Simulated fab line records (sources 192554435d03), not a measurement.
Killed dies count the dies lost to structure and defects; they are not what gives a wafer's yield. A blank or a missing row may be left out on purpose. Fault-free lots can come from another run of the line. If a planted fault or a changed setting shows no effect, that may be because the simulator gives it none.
Chamber matching || flow n5Finfet || N5_BEOL_M11_DESCUM_16 on rieDiel-05: 4 sister chambers
The step chemistry O2, time 7.9 s. 8 wafers are shown with their chamber, then 8 later ones without.

WAFERS PAIRED WITH THEIR CHAMBERS
{"wafer": "L080.1", "chamber": 0, "throttleValvePct (%)": 20.25, "oesProductAu (a.u.)": 0.74}
{"wafer": "L080.5", "chamber": 2, "throttleValvePct (%)": 20.66, "oesProductAu (a.u.)": 0.74}
{"wafer": "L081.2", "chamber": 1, "throttleValvePct (%)": 20.33, "oesProductAu (a.u.)": 0.94}
{"wafer": "L081.6", "chamber": 3, "throttleValvePct (%)": 20.66, "oesProductAu (a.u.)": 0.69}
{"wafer": "L082.1", "chamber": 1, "throttleValvePct (%)": 20.36, "oesProductAu (a.u.)": 0.93}
{"wafer": "L082.3", "chamber": 3, "throttleValvePct (%)": 20.64, "oesProductAu (a.u.)": 0.69}
{"wafer": "L082.4", "chamber": 0, "throttleValvePct (%)": 20.26, "oesProductAu (a.u.)": 0.74}
{"wafer": "L084.1", "chamber": 2, "throttleValvePct (%)": 20.66, "oesProductAu (a.u.)": 0.73}

WAFERS WHOSE CHAMBER IS MISSING
{"wafer": "L084.2", "throttleValvePct (%)": 20.27, "oesProductAu (a.u.)": 0.73}
{"wafer": "L084.5", "throttleValvePct (%)": 20.27, "oesProductAu (a.u.)": 0.73}
{"wafer": "L087.2", "throttleValvePct (%)": 20.66, "oesProductAu (a.u.)": 0.73}
{"wafer": "L087.4", "throttleValvePct (%)": 20.37, "oesProductAu (a.u.)": 0.92}
{"wafer": "L087.6", "throttleValvePct (%)": 20.36, "oesProductAu (a.u.)": 0.92}
{"wafer": "L092.2", "throttleValvePct (%)": 20.27, "oesProductAu (a.u.)": 0.72}
{"wafer": "L092.3", "throttleValvePct (%)": 20.67, "oesProductAu (a.u.)": 0.68}
{"wafer": "L092.5", "throttleValvePct (%)": 20.36, "oesProductAu (a.u.)": 0.89}

EACH ONE'S CHAMBER
{"wafer": "L084.2", "from the rows above": 0, "in truth": 0}
{"wafer": "L084.5", "from the rows above": 0, "in truth": 0}
{"wafer": "L087.2", "from the rows above": 2, "in truth": 2}
{"wafer": "L087.4", "from the rows above": 1, "in truth": 1}
{"wafer": "L087.6", "from the rows above": 1, "in truth": 1}
{"wafer": "L092.2", "from the rows above": 0, "in truth": 0}
{"wafer": "L092.3", "from the rows above": 3, "in truth": 3}
{"wafer": "L092.5", "from the rows above": 1, "in truth": 1}
8 of 8 placed correctly. Left unplaced by these rows: 0. Wrongly placed: 0.
How it was worked out, from the rows above alone: a wafer's distance from a chamber is the root of the sum, over the readings, of the square of ((its reading less the chamber's mean) divided by the reading's scatter). If the next closest chamber is less than 2 further off than the closest, the wafer can't be placed; otherwise it belongs to the closest. A chamber's mean is the mean of its shown wafers. How the scatter is found: for the shown wafers, subtract from each reading the mean of its chamber, square and add these, divide the total by (wafers less chambers), then take the root.
